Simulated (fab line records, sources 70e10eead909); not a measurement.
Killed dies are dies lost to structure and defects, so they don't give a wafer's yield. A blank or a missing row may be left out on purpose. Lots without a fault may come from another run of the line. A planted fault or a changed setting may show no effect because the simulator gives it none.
Which tool did it? | flow nand_harc | 24 lots, 72 wafers sampled, at 5 steps of a route of 1302

WHAT THE GAUGES READ, wafer by wafer
NHARC_P_M0_INSPECT_11.
lot  | measured     | on                | raw_defect_count
L074 | day 6 04:47  | defect_inspect-02 | 4 9 6
L075 | day 6 08:23  | defect_inspect-02 | 3 5 3
L076 | day 6 21:16  | defect_inspect-02 | 6 6 9
L077 | day 7 03:20  | defect_inspect-01 | 6 4 4
L078 | day 7 16:59  | defect_inspect-01 | 5 6 6
L079 | day 8 07:56  | defect_inspect-01 | 5 3 5
L080 | day 8 08:54  | defect_inspect-01 | 4 3 0
L081 | day 8 22:56  | defect_inspect-01 | 1 6 6
L082 | day 9 07:29  | defect_inspect-01 | 4 5 4
L084 | day 10 02:11 | defect_inspect-01 | 7 4 3
L083 | day 10 03:12 | defect_inspect-02 | 8 9 11
L085 | day 10 19:13 | defect_inspect-01 | 4 2 5
L086 | day 10 22:05 | defect_inspect-02 | 3 1 3
L087 | day 11 11:51 | defect_inspect-01 | 2 7 0
L088 | day 12 04:11 | defect_inspect-01 | 2 5 5
L089 | day 12 05:10 | defect_inspect-01 | 2 5 3
L090 | day 12 16:02 | defect_inspect-02 | 3 3 4
L091 | day 12 21:33 | defect_inspect-02 | 3 2 8
L092 | day 13 13:50 | defect_inspect-02 | 2 3 4
L093 | day 13 23:32 | defect_inspect-02 | 13 10 8
L094 | day 14 09:02 | defect_inspect-01 | 10 5 5
L095 | day 14 16:20 | defect_inspect-02 | 9 7 5
L096 | day 15 05:52 | defect_inspect-01 | 6 5 6
L097 | day 15 21:43 | defect_inspect-02 | 6 5 8

NHARC_P_M1_THK_MEAS_24: measures by xrf.
lot  | measured     | on            | thk_nm (nm)
L074 | day 6 11:24  | film_metro-02 | 159.8 156.9 158.9
L075 | day 6 15:00  | film_metro-01 | 155.8 158.6 156.5
L076 | day 7 03:41  | film_metro-02 | 157.7 157.3 156.4
L077 | day 7 09:53  | film_metro-02 | 156.5 158.0 159.0
L078 | day 8 01:28  | film_metro-01 | 156.2 158.9 159.9
L079 | day 8 14:31  | film_metro-01 | 156.5 155.8 155.1
L080 | day 8 15:28  | film_metro-02 | 158.2 161.0 158.5
L081 | day 9 05:38  | film_metro-02 | 156.0 153.4 157.1
L082 | day 9 14:42  | film_metro-02 | 159.2 160.2 160.4
L084 | day 10 08:51 | film_metro-01 | 155.8 155.3 156.9
L083 | day 10 09:42 | film_metro-02 | 157.7 155.9 155.6
L085 | day 11 01:42 | film_metro-02 | 155.5 157.2 157.4
L086 | day 11 04:38 | film_metro-01 | 159.6 157.7 157.9
L087 | day 11 18:47 | film_metro-02 | 156.8 158.6 156.5
L088 | day 12 11:04 | film_metro-02 | 154.8 158.4 157.3
L089 | day 12 11:42 | film_metro-02 | 158.2 160.1 157.1
L090 | day 12 22:37 | film_metro-01 | 156.8 158.4 156.7
L091 | day 13 04:07 | film_metro-01 | 155.7 157.4 157.2
L092 | day 13 20:33 | film_metro-02 | 158.0 156.6 158.2
L093 | day 14 06:14 | film_metro-01 | 157.5 156.7 156.9
L094 | day 14 16:19 | film_metro-01 | 159.7 156.7 158.4
L095 | day 14 22:54 | film_metro-02 | 155.4 159.2 157.8
L096 | day 15 12:55 | film_metro-02 | 157.6 158.6 157.1
L097 | day 16 04:07 | film_metro-02 | 158.0 154.0 157.6

NHARC_P_BONDPAD_OVL_MEAS_38.
lot  | measured     | on         | overlay_x_nm (nm) | overlay_y_nm (nm)
L074 | day 6 17:41  | overlay-02 | 4 5 4             | -8 -8 -8
L075 | day 6 21:10  | overlay-01 | -1 -1 0           | 0 0 1
L076 | day 7 09:57  | overlay-02 | 0 0 0             | 2 2 2
L077 | day 7 16:07  | overlay-02 | 6 6 6             | -11 -11 -11
L078 | day 8 07:29  | overlay-01 | -3 -3 -3          | -3 -3 -3
L079 | day 8 20:40  | overlay-01 | -4 -4 -4          | -1 -1 -1
L080 | day 8 21:31  | overlay-01 | -5 -5 -6          | -10 -10 -10
L081 | day 9 11:34  | overlay-01 | 9 9 9             | -3 -3 -3
L082 | day 9 20:54  | overlay-01 | -4 -3 -3          | 5 4 5
L084 | day 10 15:50 | overlay-02 | 2 1 1             | 5 5 5
L083 | day 10 16:00 | overlay-01 | -11 -11 -11       | 5 5 5
L085 | day 11 08:01 | overlay-01 | -7 -7 -7          | 3 2 2
L086 | day 11 10:50 | overlay-02 | 10 10 10          | 6 6 6
L087 | day 12 01:08 | overlay-02 | 0 0 0             | 2 1 1
L088 | day 12 17:44 | overlay-01 | -11 -11 -10       | -3 -4 -3
L089 | day 12 18:01 | overlay-02 | 4 4 4             | -6 -6 -6
L090 | day 13 04:45 | overlay-02 | 5 6 6             | -9 -9 -9
L091 | day 13 10:32 | overlay-01 | -2 -3 -3          | -2 -3 -2
L092 | day 14 02:56 | overlay-02 | 3 4 3             | 0 0 0
L093 | day 14 12:49 | overlay-02 | -11 -10 -10       | 0 1 0
L094 | day 14 22:32 | overlay-02 | 4 4 3             | 0 0 1
L095 | day 15 05:18 | overlay-01 | 5 4 5             | 2 2 2
L096 | day 15 20:05 | overlay-01 | 3 2 3             | 2 2 2
L097 | day 16 11:21 | overlay-01 | 7 6 7             | 4 3 4

WHICH TOOL RAN EACH LOT (tool, then ch and the chambers of the sampled wafers, then the start)
lot  | NHARC_P_CONTACT_CMP_24        | NHARC_P_M0_ETCH_15
L074 | cmp-03 ch 0,3, day 6 03:22    | rie_diel-06 ch 0,1,2, day 6 11:24 or earlier
L075 | cmp-04 ch 0,2,3, day 6 07:07  | rie_diel-06 ch 0,1,2, day 6 15:00 or earlier
L076 | cmp-02 ch 0,1,2, day 6 19:55  | rie_diel-06 ch 0,3, day 7 03:41 or earlier
L077 | cmp-04 ch 1,2,3, day 7 02:04  | rie_diel-06 ch 1,2,3, day 7 09:53 or earlier
L078 | cmp-03 ch 0,2, day 7 15:35    | rie_diel-01 ch 1,2, day 8 01:28 or earlier
L079 | cmp-04 ch 0,1, day 8 06:31    | rie_diel-06 ch 1,2,3, day 8 14:31 or earlier
L080 | cmp-04 ch 2,3, day 8 07:29    | rie_diel-06 ch 1,3, day 8 15:28 or earlier
L081 | cmp-03 ch 0,2, day 8 21:40    | rie_diel-01 ch 0,2,3, day 9 05:38 or earlier
L082 | cmp-04 ch 0,2,3, day 9 06:01  | rie_diel-06 ch 0,1,2, day 9 14:42 or earlier
L084 | cmp-03 ch 0,1,3, day 10 00:45 | rie_diel-01 ch 0,2,3, day 10 08:51 or earlier
L083 | cmp-03 ch 0,1,3, day 10 01:48 | rie_diel-06 ch 0,1,3, day 10 09:42 or earlier
L085 | cmp-03 ch 1,2,3, day 10 17:50 | rie_diel-13 ch 1,2,3, day 11 01:42 or earlier
L086 | cmp-03 ch 0,1,3, day 10 20:39 | rie_diel-13 ch 1,2,3, day 11 04:38 or earlier
L087 | cmp-02 ch 1,2, day 11 10:25   | rie_diel-01 ch 1,2,3, day 11 18:47 or earlier
L088 | cmp-03 ch 0,2,3, day 12 02:46 | rie_diel-06 ch 1,2,3, day 12 11:04 or earlier
L089 | cmp-03 ch 0,1,3, day 12 03:36 | rie_diel-06 ch 0,1,3, day 12 11:42 or earlier
L090 | cmp-02 ch 0,1,2, day 12 14:38 | rie_diel-06 ch 0,1,2, day 12 22:37 or earlier
L091 | cmp-03 ch 1,2, day 12 20:07   | rie_diel-13 ch 1,2, day 13 04:07 or earlier
L092 | cmp-02 ch 1,2,3, day 13 12:29 | rie_diel-01 ch 0,1,3, day 13 20:33 or earlier
L093 | cmp-02 ch 0,2,3, day 13 22:10 | rie_diel-01 ch 0,2, day 14 06:14 or earlier
L094 | cmp-03 ch 0,1, day 14 07:36   | rie_diel-06 ch 1,2,3, day 14 16:19 or earlier
L095 | cmp-02 ch 0,1, day 14 14:46   | rie_diel-06 ch 0,1,3, day 14 22:54 or earlier
L096 | cmp-04 ch 1,2,3, day 15 04:27 | rie_diel-06 ch 0,1, day 15 12:55 or earlier
L097 | cmp-03 ch 0,3, day 15 19:44   | rie_diel-13 ch 0,1,3, day 16 04:07 or earlier
- NHARC_P_CONTACT_CMP_24: polishes, t overpolish 30 s, target thk 200 nm.
- NHARC_P_M0_ETCH_15: etches the open film in C4F8/Ar, target depth 150 nm, overetch 15 nm, time 82.5 s.

WHAT THE TOOLS THEMSELVES READ (means of the sampled wafers that have a number; where no wafer has one, the mark that the record gives instead)
NHARC_P_CONTACT_CMP_24.
lot  | tool   | motor_current_A (A) | overpolish_run_s (s) | pad_life_wafers | time_to_endpoint_s (s)
L074 | cmp-03 | 12.2                | 30.001               | 228             | 40
L075 | cmp-04 | 10.7                | 29.996               | 62              | 42
L076 | cmp-02 | 11.3                | 30.001               | 9               | 43
L077 | cmp-04 | 10.9                | 29.996               | 146             | 42
L078 | cmp-03 | 10.8                | 30.006               | 374             | 40
L079 | cmp-04 | 12.1                | 29.999               | 266             | 48
L080 | cmp-04 | 10.8                | 30.002               | 272             | 43
L081 | cmp-03 | 11.1                | 30.002               | 92              | 37
L082 | cmp-04 | 11.0                | 30.009               | 373             | 41
L084 | cmp-03 | 11.7                | 30.003               | 218             | 37
L083 | cmp-03 | 11.7                | 30.004               | 224             | 38
L085 | cmp-03 | 11.3                | 30.003               | 272             | 40
L086 | cmp-03 | 11.3                | 29.996               | 290             | 39
L087 | cmp-02 | 11.7                | 29.998               | 48              | 41
L088 | cmp-03 | 11.9                | 30.010               | 8               | 39
L089 | cmp-03 | 11.7                | 30.007               | 14              | 40
L090 | cmp-02 | 11.5                | 29.999               | 158             | 39
L091 | cmp-03 | 11.1                | 30.001               | 72              | 41
L092 | cmp-02 | 12.4                | 30.002               | 231             | 42
L093 | cmp-02 | 11.6                | 30.001               | 284             | 37
L094 | cmp-03 | 10.7                | 30.003               | 198             | 40
L095 | cmp-02 | 12.1                | 29.997               | 332             | 38
L096 | cmp-04 | 11.1                | 30.005               | 116             | 39
L097 | cmp-03 | 12.1                | 29.997               | 336             | 42

NHARC_P_M0_ETCH_15.
lot  | tool        | oes_product_au (a.u.) | rf_vpp_V (V)
L074 | rie_diel-06 | 0.965                 | 442.9
L075 | rie_diel-06 | 0.967                 | 442.8
L076 | rie_diel-06 | 0.943                 | 439.1
L077 | rie_diel-06 | 0.961                 | 440.9
L078 | rie_diel-01 | 0.923                 | 440.7
L079 | rie_diel-06 | 0.949                 | 440.7
L080 | rie_diel-06 | 0.950                 | 438.6
L081 | rie_diel-01 | 0.926                 | 440.5
L082 | rie_diel-06 | 0.953                 | 442.6
L084 | rie_diel-01 | 0.926                 | 440.4
L083 | rie_diel-06 | 0.962                 | 439.6
L085 | rie_diel-13 | 0.961                 | 444.7
L086 | rie_diel-13 | 0.972                 | 444.0
L087 | rie_diel-01 | 0.932                 | 441.5
L088 | rie_diel-06 | 0.957                 | 440.8
L089 | rie_diel-06 | 0.955                 | 440.4
L090 | rie_diel-06 | 0.967                 | 443.3
L091 | rie_diel-13 | 0.937                 | 444.8
L092 | rie_diel-01 | 0.950                 | 441.5
L093 | rie_diel-01 | 0.942                 | 439.6
L094 | rie_diel-06 | 0.958                 | 441.5
L095 | rie_diel-06 | 0.961                 | 440.0
L096 | rie_diel-06 | 0.912                 | 442.2
L097 | rie_diel-13 | 0.982                 | 441.8

THE ANSWER, worked out from the rows above alone
Rule: what is usual is taken from the lots themselves. Put in order of their means at a reading, lots are off if they are a third of the lots or fewer, leave a main group of 4 or more, and stand apart from it by a gap of 3 or more times the standard deviation of the main group's means; of several such gaps the widest counts. A main group whose means are all the same, to the digits that the tables above print for the reading, isn't used. A lot without any number at a reading at which 4 lots or more have one is off too. The other lots that the step has rows for count as sound. The gauges are gone through in route order, then the tools' own readings, and for those a lot's mean is taken as printed above. The first step at which some lot is off is used, and at that step the reading that is off furthest; a lot without a number counts as furthest.
No lot is off at any reading shown: from this, nothing can be told.

WHAT THE SIMULATOR HAD PUT IN
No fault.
